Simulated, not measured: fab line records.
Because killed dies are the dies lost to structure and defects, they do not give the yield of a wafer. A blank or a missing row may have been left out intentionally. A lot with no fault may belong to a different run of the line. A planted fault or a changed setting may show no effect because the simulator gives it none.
A lot that was struck, set against a sound lot + flow nand_harc + 13 steps out of a route of 1159
Sound: these wafers, L460.2, L460.4, L460.5. Struck: wafer L470.1 (left out: L470.2, L470.5 of the same lot, which were not struck); the cause appears at the end.
Per side, at each step with rows, come the tool, then ch with its chambers, and then its first start. Under that, the readings that differ: sound wafers + struck wafers + difference of the means + sigmas: that difference in standard deviations of wafers without a fault.
alike: words and numbers the same on both sides, and readings whose means are apart by under 2 such deviations; not compared: readings that were withheld, readings missing a value for some wafer, numbers with overlapping values and no deviation given by the record, and bounds like >300 which may hide the same value.
The two part at a step that has a row with sigmas, a row that says differs or no value, or rows on one side only. Numbers that don't overlap but have no deviation are shown without sigmas and don't part them. A reading missing from all wafers of one side parts the sides only when that side holds two or more wafers.

NHARC_A_WL_FILL_RTA_01: time 5 s.
  sound on rtp_anneal-02 ch 0, day 15 08:57; struck on rtp_anneal-02 ch 0, day 18 10:44
  alike: lamp_power_pct, wafer_temp_C_max
NHARC_A_WL_FILL_ALD_02: deposits TiN, target thk 2 nm, pulse time 3 s, ald cycles 100.
  sound on ald_metal-04 ch 0,1,3, day 15 09:14; struck on ald_metal-03 ch 3, day 18 10:58
  alike: heater_power_outer_w, heater_power_w, precursor_pulse_height_rel, susceptor_temp_C
  not compared: since_wet_clean_h
NHARC_A_WL_FILL_CVD_03: deposits W, target thk 40 nm, time 3302 s.
  sound on cvd_w-02 ch 0, day 15 17:40; struck on cvd_w-02 ch 1, day 18 13:10
| reading            | sound       | struck | difference | sigmas |
|--------------------|-------------|--------|------------|--------|
| heater_power_w (W) | 436 427 445 | 494    | +58        | +2     |
  alike: heater_power_outer_w, mfc_h2_sccm, throttle_valve_pct
  not compared: since_wet_clean_h
then, 1 step without rows for these wafers: NHARC_A_WL_FILL_ETCHBACK_04 (etches the open film in NF3, target depth 60 nm, time 120 s).
NHARC_A_WL_FILL_ETCHBACK_05: etches the open film in Cl2/BCl3, target depth 22 nm, time 60 s.
  sound on rie_metal-02 ch 0, day 15 21:14; struck on rie_metal-02 ch 1, day 18 16:46
  alike: drypump_motor_current_A, oes_product_au
  not compared: rf_hours_counter_h
NHARC_A_WL_FILL_STRIP_27: strips in N2/H2, time 20 s.
  sound on plasma_asher-02 ch 0,1, day 15 21:23; struck on plasma_asher-01 ch 0, day 18 16:54
| reading            | sound       | struck | difference | sigmas |
|--------------------|-------------|--------|------------|--------|
| heater_power_w (W) | 367 338 365 | 241    | -116       | -3     |
  alike: drypump_motor_current_A
  not compared: rf_hours_counter_h
then, 4 steps without rows for these wafers: NHARC_A_WL_FILL_STRIP_28 (strips in post etch residue remover, time 1200 s); NHARC_A_WL_FILL_PRECLEAN_06 (cleans in DIW, time 300 s); NHARC_A_WL_FILL_SRD_07; NHARC_A_WL_FILL_ANNEAL_08 (time 1800 s).
NHARC_A_WL_FILL_ALD_10: deposits SiO2, target thk 50 nm, pulse time 10 s, ald cycles 500.
  sound on ald_hk-03 ch 0,1,3, day 16 03:45; struck on ald_hk-02 ch 0, day 19 01:09
| reading                  | sound                | struck | difference | sigmas |
|--------------------------|----------------------|--------|------------|--------|
| heater_power_outer_w (W) | 265 304 299          | 231    | -58        | -2     |
| susceptor_temp_C (C)     | 300.42 300.01 300.02 | 304.50 | +4.35      | +24    |
  alike: heater_power_w, precursor_pulse_height_rel
  not compared: since_wet_clean_h
then, 1 step without rows for these wafers: NHARC_A_WL_FILL_ETCHBACK_16 (etches the open film in C4F8/O2/Ar, target depth 88 nm, time 17.6 s).
-- record jumps: 4 days between struck wafers' starts before vs after; left off in module A_WL_FILL, resumes in module END, first step shown is number 1159 of the route --
NHARC_END_SORT_01:
  sound on prober-01 ch 0, day 20 03:59; struck on prober-02 ch 0, day 22 20:29
| reading         | sound    | struck | difference | sigmas |
|-----------------|----------|--------|------------|--------|
| killed_at_array | 15 15 25 | 42     | +24        | +2     |
  alike: killed_at_other, killed_at_periphery, killed_dies, killed_open, killed_short

## WHERE THEY PART
Last at NHARC_END_SORT_01 as far as this record goes, first at NHARC_A_WL_FILL_CVD_03.

WHY: the cause the simulator had injected
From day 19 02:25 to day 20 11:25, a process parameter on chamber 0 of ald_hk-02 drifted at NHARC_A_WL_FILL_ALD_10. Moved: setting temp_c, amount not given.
